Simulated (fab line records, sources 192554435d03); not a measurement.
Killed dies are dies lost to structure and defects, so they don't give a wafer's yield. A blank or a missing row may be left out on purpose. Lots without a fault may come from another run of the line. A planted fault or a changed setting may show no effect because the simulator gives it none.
Chamber matching | flow n5_finfet | N5_BEOL_M11_ETCH_61 on rie_diel-03: 4 sister chambers
The step etches SiARC in CF4, target depth 39 nm, time 65 s. 18 wafers are shown with their chamber, then 9 later ones without.

WAFERS WITH THEIR CHAMBER
wafer  | chamber | showerhead_plenum_p_Torr (Torr) | drypump_motor_current_A (A) | etch_rf_on_time_s (s)
L078.1 | 2       | 2.17                            | 6.05                        | 61.4
L078.2 | 3       | 2.19                            | 5.86                        | 65.6
L078.6 | 3       | 2.19                            | 5.82                        | 65.8
L079.1 | 2       | 2.17                            | 6.03                        | 61.1
L079.4 | 1       | 2.11                            | 5.44                        | 66.7
L079.5 | 3       | 2.19                            | 5.85                        | 66.0
L083.3 | 1       | 2.11                            | 5.45                        | 66.9
L083.5 | 1       | 2.11                            | 5.47                        | 67.1
L083.6 | 0       | 2.06                            | 5.73                        | 62.7
L084.2 | 0       | 2.06                            | 5.70                        | 63.1
L084.3 | 1       | 2.10                            | 5.50                        | 67.5
L084.6 | 0       | 2.06                            | 5.72                        | 63.3
L086.1 | 3       | 2.18                            | 5.83                        | 65.6
L086.2 | 0       | 2.05                            | 5.76                        | 63.0
L086.5 | 0       | 2.05                            | 5.73                        | 62.9
L091.4 | 1       | 2.10                            | 5.48                        | 67.0
L091.5 | 1       | 2.10                            | 5.44                        | 66.7
L091.6 | 0       | 2.05                            | 5.74                        | 62.5

SIGNATURES (means of the wafers above)
reading                  | chamber 0 | chamber 1 | chamber 2 | chamber 3 | scatter within a chamber
showerhead_plenum_p_Torr | 2.0550    | 2.1050    | 2.1700    | 2.1875    | 0.00518
drypump_motor_current_A  | 5.7300    | 5.4633    | 6.0400    | 5.8400    | 0.0209
etch_rf_on_time_s        | 62.917    | 66.983    | 61.250    | 65.750    | 0.269
Rule: a wafer's distance from a chamber is the root of the sum, over the readings, of the square of ((its reading less the chamber's mean) divided by the reading's scatter). The wafer belongs to the nearest chamber; if the next one is less than 2 further off, it can't be placed. The scatter: the root of (the sum of the squares of (reading less its chamber's mean) over the shown wafers, divided by (wafers less chambers)).

WAFERS WITHOUT THEIR CHAMBER
wafer  | showerhead_plenum_p_Torr (Torr) | drypump_motor_current_A (A) | etch_rf_on_time_s (s)
L093.3 | 2.16                            | 6.03                        | 61.2
L093.5 | 2.18                            | 5.87                        | 66.4
L093.6 | 2.05                            | 5.75                        | 64.1
L094.1 | 2.16                            | 6.04                        | 61.2
L094.3 | 2.05                            | 5.75                        | 63.0
L094.5 | 2.05                            | 5.73                        | 63.3
L095.3 | 2.10                            | 5.46                        | 65.0
L095.4 | 2.16                            | 6.07                        | 61.0
L095.5 | 2.16                            | 6.04                        | 60.5

WHICH CHAMBER EACH WENT THROUGH
wafer  | from the rows above | in truth
L093.3 | 2                   | 2
L093.5 | 3                   | 3
L093.6 | 0                   | 0
L094.1 | 2                   | 2
L094.3 | 0                   | 0
L094.5 | 0                   | 0
L095.3 | 1                   | 1
L095.4 | 2                   | 2
L095.5 | 2                   | 2
Placed correctly: 9 of 9. Can't be placed from these rows: 0. Placed wrongly: 0.
